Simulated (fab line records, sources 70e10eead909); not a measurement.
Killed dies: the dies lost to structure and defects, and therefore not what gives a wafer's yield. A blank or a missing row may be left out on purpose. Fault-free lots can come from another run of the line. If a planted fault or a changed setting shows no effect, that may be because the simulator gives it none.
Which tool did it? || flow nand-harc || 39 wafers from 13 lots sampled at 5 of the route's 1302 steps

## WHAT EACH GAUGE READ, for each wafer
NHARC_P_M2_THK_MEAS_24: measures by xrf.
{"lot": "L297", "measured": "day 6 12:35", "on": "film-metro-01", "thk-nm (nm)": "145.8 146.3 147.2"}
{"lot": "L298", "measured": "day 6 20:15", "on": "film-metro-01", "thk-nm (nm)": "145.6 143.0 145.0"}
{"lot": "L301", "measured": "day 8 00:46", "on": "film-metro-01", "thk-nm (nm)": "142.2 144.7 143.1"}
{"lot": "L302", "measured": "day 8 09:56", "on": "film-metro-02", "thk-nm (nm)": "143.5 147.0 144.2"}
{"lot": "L306", "measured": "day 10 09:18", "on": "film-metro-02", "thk-nm (nm)": "143.8 144.7 146.2"}
{"lot": "L307", "measured": "day 10 13:13", "on": "film-metro-01", "thk-nm (nm)": "143.4 143.9 144.5"}
{"lot": "L308", "measured": "day 11 02:02", "on": "film-metro-01", "thk-nm (nm)": "142.4 143.3 141.0"}
{"lot": "L310", "measured": "day 11 18:39", "on": "film-metro-02", "thk-nm (nm)": "144.5 144.8 144.6"}
{"lot": "L313", "measured": "day 13 05:32", "on": "film-metro-01", "thk-nm (nm)": "144.9 144.3 142.8"}
{"lot": "L314", "measured": "day 13 09:00", "on": "film-metro-01", "thk-nm (nm)": "145.2 143.3 145.0"}
{"lot": "L318", "measured": "day 15 00:32", "on": "film-metro-02", "thk-nm (nm)": "144.7 144.8 143.3"}
{"lot": "L319", "measured": "day 15 16:56", "on": "film-metro-02", "thk-nm (nm)": "143.8 145.8 146.0"}
{"lot": "L320", "measured": "day 16 10:04", "on": "film-metro-01", "thk-nm (nm)": "144.4 143.3 143.7"}

NHARC_END_SORT_01.
{"lot": "L297", "measured": "day 23 20:02", "on": "prober-02", "defect-limited-yield (%)": "86.4 84.2 85.4", "killed-at-array": "89 101 90", "killed-at-other": "1 4 4", "killed-at-periphery": "2 2 5", "killed-dies": "92 107 99", "killed-open": "0 4 3", "killed-short": "3 2 2"}
{"lot": "L298", "measured": "day 25 05:35", "on": "prober-02", "defect-limited-yield (%)": "87.9 86.6 87.1", "killed-at-array": "71 80 82", "killed-at-other": "2 1 0", "killed-at-periphery": "9 10 5", "killed-dies": "82 91 87", "killed-open": "4 1 6", "killed-short": "2 4 0"}
{"lot": "L301", "measured": "day 25 17:52", "on": "prober-02", "defect-limited-yield (%)": "92.6 93.1 92.6", "killed-at-array": "48 37 41", "killed-at-other": "1 4 2", "killed-at-periphery": "1 6 7", "killed-dies": "50 47 50", "killed-open": "2 5 3", "killed-short": "3 0 1"}
{"lot": "L302", "measured": "day 26 00:02", "on": "prober-01", "defect-limited-yield (%)": "87.1 90.0 88.5", "killed-at-array": "80 64 73", "killed-at-other": "1 0 0", "killed-at-periphery": "6 4 5", "killed-dies": "87 68 78", "killed-open": "2 1 6", "killed-short": "2 3 2"}
{"lot": "L306", "measured": "day 31 08:58", "on": "prober-01", "defect-limited-yield (%)": "96.0 96.5 95.6", "killed-at-array": "20 17 22", "killed-at-other": "1 0 1", "killed-at-periphery": "6 7 7", "killed-dies": "27 24 30", "killed-open": "2 5 2", "killed-short": "5 2 4"}
{"lot": "L307", "measured": "day 31 01:17", "on": "prober-02", "defect-limited-yield (%)": "86.9 85.1 84.9", "killed-at-array": "81 94 92", "killed-at-other": "5 4 5", "killed-at-periphery": "3 3 5", "killed-dies": "89 101 102", "killed-open": "4 2 5", "killed-short": "2 7 1"}
{"lot": "L308", "measured": "day 32 01:22", "on": "prober-01", "defect-limited-yield (%)": "88.3 86.0 88.9", "killed-at-array": "72 83 73", "killed-at-other": "1 1 1", "killed-at-periphery": "6 11 1", "killed-dies": "79 95 75", "killed-open": "2 2 4", "killed-short": "1 2 5"}
{"lot": "L310", "measured": "day 32 00:43", "on": "prober-02", "defect-limited-yield (%)": "90.5 91.6 90.1", "killed-at-array": "61 54 64", "killed-at-other": "2 1 1", "killed-at-periphery": "1 2 2", "killed-dies": "64 57 67", "killed-open": "1 2 1", "killed-short": "1 0 2"}
{"lot": "L313", "measured": "day 32 09:58", "on": "prober-01", "defect-limited-yield (%)": "92.8 92.3 92.6", "killed-at-array": "45 43 39", "killed-at-other": "1 0 1", "killed-at-periphery": "3 9 10", "killed-dies": "49 52 50", "killed-open": "9 2 3", "killed-short": "3 4 3"}
{"lot": "L314", "measured": "day 32 08:30", "on": "prober-02", "defect-limited-yield (%)": "87.3 87.1 88.2", "killed-at-array": "85 83 75", "killed-at-other": "0 0 1", "killed-at-periphery": "1 4 4", "killed-dies": "86 87 80", "killed-open": "2 3 2", "killed-short": "5 3 4"}
{"lot": "L318", "measured": "day 33 16:25", "on": "prober-01", "defect-limited-yield (%)": "87.0 88.3 87.1", "killed-at-array": "78 64 75", "killed-at-other": "2 1 0", "killed-at-periphery": "8 14 12", "killed-dies": "88 79 87", "killed-open": "4 5 7", "killed-short": "3 5 6"}
{"lot": "L319", "measured": "day 34 00:19", "on": "prober-02", "defect-limited-yield (%)": "87.9 87.3 87.3", "killed-at-array": "79 83 82", "killed-at-other": "1 1 0", "killed-at-periphery": "2 2 4", "killed-dies": "82 86 86", "killed-open": "1 2 6", "killed-short": "0 6 1"}
{"lot": "L320", "measured": "day 34 15:43", "on": "prober-02", "defect-limited-yield (%)": "92.3 92.9 93.8", "killed-at-array": "43 38 40", "killed-at-other": "4 1 0", "killed-at-periphery": "5 9 2", "killed-dies": "52 48 42", "killed-open": "1 7 2", "killed-short": "1 1 2"}

## TOOL THAT RAN EACH LOT (tool first, then ch and the chambers of the sampled wafers, then the start)
{"lot": "L297", "NHARC_P_M2_PRE_CLEAN_32": "pecvd-03 ch 0,1,2, day 6 12:48", "NHARC_P_M2_DEP_33": "pecvd-03 ch 0,1,2, day 6 12:53", "NHARC_P_BONDPAD_SOFTBAKE_04": "litho-track-05 ch 0, day 6 14:00"}
{"lot": "L298", "NHARC_P_M2_PRE_CLEAN_32": "pecvd-02 ch 0,1, day 6 20:32", "NHARC_P_M2_DEP_33": "pecvd-02 ch 0,1, day 6 20:37", "NHARC_P_BONDPAD_SOFTBAKE_04": "litho-track-03 ch 0, day 6 21:00"}
{"lot": "L301", "NHARC_P_M2_PRE_CLEAN_32": "pecvd-02 ch 0,1, day 8 00:59", "NHARC_P_M2_DEP_33": "pecvd-02 ch 0,1, day 8 01:04", "NHARC_P_BONDPAD_SOFTBAKE_04": "litho-track-03 ch 0, day 8 02:00"}
{"lot": "L302", "NHARC_P_M2_PRE_CLEAN_32": "pecvd-01 ch 0,1, day 8 10:11", "NHARC_P_M2_DEP_33": "pecvd-01 ch 0,1, day 8 10:17", "NHARC_P_BONDPAD_SOFTBAKE_04": "litho-track-03 ch 0, day 8 11:00"}
{"lot": "L306", "NHARC_P_M2_PRE_CLEAN_32": "pecvd-03 ch 0,1, day 10 09:32", "NHARC_P_M2_DEP_33": "pecvd-03 ch 0,1, day 10 09:39", "NHARC_P_BONDPAD_SOFTBAKE_04": "litho-track-03 ch 0, day 10 10:00"}
{"lot": "L307", "NHARC_P_M2_PRE_CLEAN_32": "pecvd-03 ch 0,1,2, day 10 13:29", "NHARC_P_M2_DEP_33": "pecvd-03 ch 0,1,2, day 10 13:34", "NHARC_P_BONDPAD_SOFTBAKE_04": "litho-track-07 ch 0, day 10 14:00"}
{"lot": "L308", "NHARC_P_M2_PRE_CLEAN_32": "pecvd-03 ch 0,1,2, day 11 02:17", "NHARC_P_M2_DEP_33": "pecvd-03 ch 0,1,2, day 11 02:24", "NHARC_P_BONDPAD_SOFTBAKE_04": "litho-track-03 ch 0, day 11 03:00"}
{"lot": "L310", "NHARC_P_M2_PRE_CLEAN_32": "pecvd-03 ch 0,1,2, day 11 18:53", "NHARC_P_M2_DEP_33": "pecvd-03 ch 0,1,2, day 11 18:58", "NHARC_P_BONDPAD_SOFTBAKE_04": "litho-track-05 ch 0, day 11 20:00"}
{"lot": "L313", "NHARC_P_M2_PRE_CLEAN_32": "pecvd-01 ch 1,2, day 13 05:45", "NHARC_P_M2_DEP_33": "pecvd-01 ch 1,2, day 13 05:50", "NHARC_P_BONDPAD_SOFTBAKE_04": "litho-track-03 ch 0, day 13 07:00"}
{"lot": "L314", "NHARC_P_M2_PRE_CLEAN_32": "pecvd-03 ch 0,2, day 13 09:14", "NHARC_P_M2_DEP_33": "pecvd-03 ch 0,2, day 13 09:20", "NHARC_P_BONDPAD_SOFTBAKE_04": "litho-track-03 ch 0, day 13 10:00"}
{"lot": "L318", "NHARC_P_M2_PRE_CLEAN_32": "pecvd-01 ch 0,1, day 15 00:46", "NHARC_P_M2_DEP_33": "pecvd-01 ch 0,1, day 15 00:53", "NHARC_P_BONDPAD_SOFTBAKE_04": "litho-track-05 ch 0, day 15 02:00"}
{"lot": "L319", "NHARC_P_M2_PRE_CLEAN_32": "pecvd-01 ch 0,1,2, day 15 17:13", "NHARC_P_M2_DEP_33": "pecvd-01 ch 0,1,2, day 15 17:22", "NHARC_P_BONDPAD_SOFTBAKE_04": "litho-track-03 ch 0, day 15 18:00"}
{"lot": "L320", "NHARC_P_M2_PRE_CLEAN_32": "pecvd-01 ch 0,2, day 16 10:31", "NHARC_P_M2_DEP_33": "pecvd-01 ch 0,2, day 16 10:35", "NHARC_P_BONDPAD_SOFTBAKE_04": "litho-track-03 ch 0, day 16 11:00"}
- NHARC_P_M2_PRE_CLEAN_32: time 12 s.
- NHARC_P_M2_DEP_33: deposits SiCN, target thk 30 nm.
- NHARC_P_BONDPAD_SOFTBAKE_04: time 70 s.

## AS READ BY THE TOOLS THEMSELVES (means over the sampled wafers that have a number; for cases with no such wafer, the mark the record gives instead)
NHARC_P_M2_PRE_CLEAN_32.
{"lot": "L297", "tool": "pecvd-03", "heater-power-w (W)": 704, "susceptor-temp-C (C)": 370.12}
{"lot": "L298", "tool": "pecvd-02", "heater-power-w (W)": 684, "susceptor-temp-C (C)": 369.86}
{"lot": "L301", "tool": "pecvd-02", "heater-power-w (W)": 678, "susceptor-temp-C (C)": 369.93}
{"lot": "L302", "tool": "pecvd-01", "heater-power-w (W)": 639, "susceptor-temp-C (C)": 370.26}
{"lot": "L306", "tool": "pecvd-03", "heater-power-w (W)": 700, "susceptor-temp-C (C)": 369.95}
{"lot": "L307", "tool": "pecvd-03", "heater-power-w (W)": 706, "susceptor-temp-C (C)": 370.01}
{"lot": "L308", "tool": "pecvd-03", "heater-power-w (W)": 696, "susceptor-temp-C (C)": 369.93}
{"lot": "L310", "tool": "pecvd-03", "heater-power-w (W)": 669, "susceptor-temp-C (C)": 370.05}
{"lot": "L313", "tool": "pecvd-01", "heater-power-w (W)": 557, "susceptor-temp-C (C)": 369.88}
{"lot": "L314", "tool": "pecvd-03", "heater-power-w (W)": 722, "susceptor-temp-C (C)": 370.01}
{"lot": "L318", "tool": "pecvd-01", "heater-power-w (W)": 668, "susceptor-temp-C (C)": 370.05}
{"lot": "L319", "tool": "pecvd-01", "heater-power-w (W)": 622, "susceptor-temp-C (C)": 369.94}
{"lot": "L320", "tool": "pecvd-01", "heater-power-w (W)": 564, "susceptor-temp-C (C)": 370.12}

NHARC_P_M2_DEP_33.
{"lot": "L297", "tool": "pecvd-03", "chamber-pressure-Torr (Torr)": 3.002, "heater-power-w (W)": 660, "susceptor-temp-C (C)": 370.15}
{"lot": "L298", "tool": "pecvd-02", "chamber-pressure-Torr (Torr)": 2.998, "heater-power-w (W)": 589, "susceptor-temp-C (C)": 369.94}
{"lot": "L301", "tool": "pecvd-02", "chamber-pressure-Torr (Torr)": 3.005, "heater-power-w (W)": 620, "susceptor-temp-C (C)": 370.06}
{"lot": "L302", "tool": "pecvd-01", "chamber-pressure-Torr (Torr)": 3.000, "heater-power-w (W)": 564, "susceptor-temp-C (C)": 370.31}
{"lot": "L306", "tool": "pecvd-03", "chamber-pressure-Torr (Torr)": 3.002, "heater-power-w (W)": 725, "susceptor-temp-C (C)": 369.89}
{"lot": "L307", "tool": "pecvd-03", "chamber-pressure-Torr (Torr)": 3.003, "heater-power-w (W)": 636, "susceptor-temp-C (C)": 370.23}
{"lot": "L308", "tool": "pecvd-03", "chamber-pressure-Torr (Torr)": 3.000, "heater-power-w (W)": 644, "susceptor-temp-C (C)": 369.94}
{"lot": "L310", "tool": "pecvd-03", "chamber-pressure-Torr (Torr)": 3.003, "heater-power-w (W)": 672, "susceptor-temp-C (C)": 370.02}
{"lot": "L313", "tool": "pecvd-01", "chamber-pressure-Torr (Torr)": 3.005, "heater-power-w (W)": 502, "susceptor-temp-C (C)": 369.80}
{"lot": "L314", "tool": "pecvd-03", "chamber-pressure-Torr (Torr)": 2.997, "heater-power-w (W)": 693, "susceptor-temp-C (C)": 369.85}
{"lot": "L318", "tool": "pecvd-01", "chamber-pressure-Torr (Torr)": 3.003, "heater-power-w (W)": 530, "susceptor-temp-C (C)": 370.06}
{"lot": "L319", "tool": "pecvd-01", "chamber-pressure-Torr (Torr)": 2.995, "heater-power-w (W)": 577, "susceptor-temp-C (C)": 370.25}
{"lot": "L320", "tool": "pecvd-01", "chamber-pressure-Torr (Torr)": 3.007, "heater-power-w (W)": 498, "susceptor-temp-C (C)": 369.78}

NHARC_P_BONDPAD_SOFTBAKE_04.
{"lot": "L297", "tool": "litho-track-05", "heater-power-total-W (W)": 201.7}
{"lot": "L298", "tool": "litho-track-03", "heater-power-total-W (W)": 200.3}
{"lot": "L301", "tool": "litho-track-03", "heater-power-total-W (W)": 201.9}
{"lot": "L302", "tool": "litho-track-03", "heater-power-total-W (W)": 200.2}
{"lot": "L306", "tool": "litho-track-03", "heater-power-total-W (W)": 200.9}
{"lot": "L307", "tool": "litho-track-07", "heater-power-total-W (W)": 200.0}
{"lot": "L308", "tool": "litho-track-03", "heater-power-total-W (W)": 200.3}
{"lot": "L310", "tool": "litho-track-05", "heater-power-total-W (W)": 200.4}
{"lot": "L313", "tool": "litho-track-03", "heater-power-total-W (W)": 207.1}
{"lot": "L314", "tool": "litho-track-03", "heater-power-total-W (W)": 214.9}
{"lot": "L318", "tool": "litho-track-05", "heater-power-total-W (W)": 200.2}
{"lot": "L319", "tool": "litho-track-03", "heater-power-total-W (W)": 200.7}
{"lot": "L320", "tool": "litho-track-03", "heater-power-total-W (W)": 200.8}

## THE ANSWER, worked out from the rows above alone
Rule: usual is defined by the lots themselves. Put in order of their means at a reading, lots are off if they are a third of the lots or fewer, leave a main group of 4 or more, and stand apart from it by a gap of 3 or more times the standard deviation of the main group's means; of several such gaps the widest counts. Not used: any main group whose means are identical at the precision the tables above print for the reading. A lot without any number at a reading at which 4 lots or more have one is off too. The other lots that the step has rows for count as sound. After the gauges, taken in route order, come the tools' own readings; for these a lot's mean is taken, as printed above. At the first step where some lot is off, the reading lying furthest off is the one used; lots without a number count as furthest.
Off: L313, L314, at NHARC_P_BONDPAD_SOFTBAKE_04 (heater-power-total-W). For the main group the mean is 200.7 W and the standard deviation 0.59.
If a tool, at that step or one of the process steps before it, ran each lot that is off and ran no sound lot following the first of them, it fits. No candidate that was tried fits.

## WHAT WAS PUT IN BY THE SIMULATOR
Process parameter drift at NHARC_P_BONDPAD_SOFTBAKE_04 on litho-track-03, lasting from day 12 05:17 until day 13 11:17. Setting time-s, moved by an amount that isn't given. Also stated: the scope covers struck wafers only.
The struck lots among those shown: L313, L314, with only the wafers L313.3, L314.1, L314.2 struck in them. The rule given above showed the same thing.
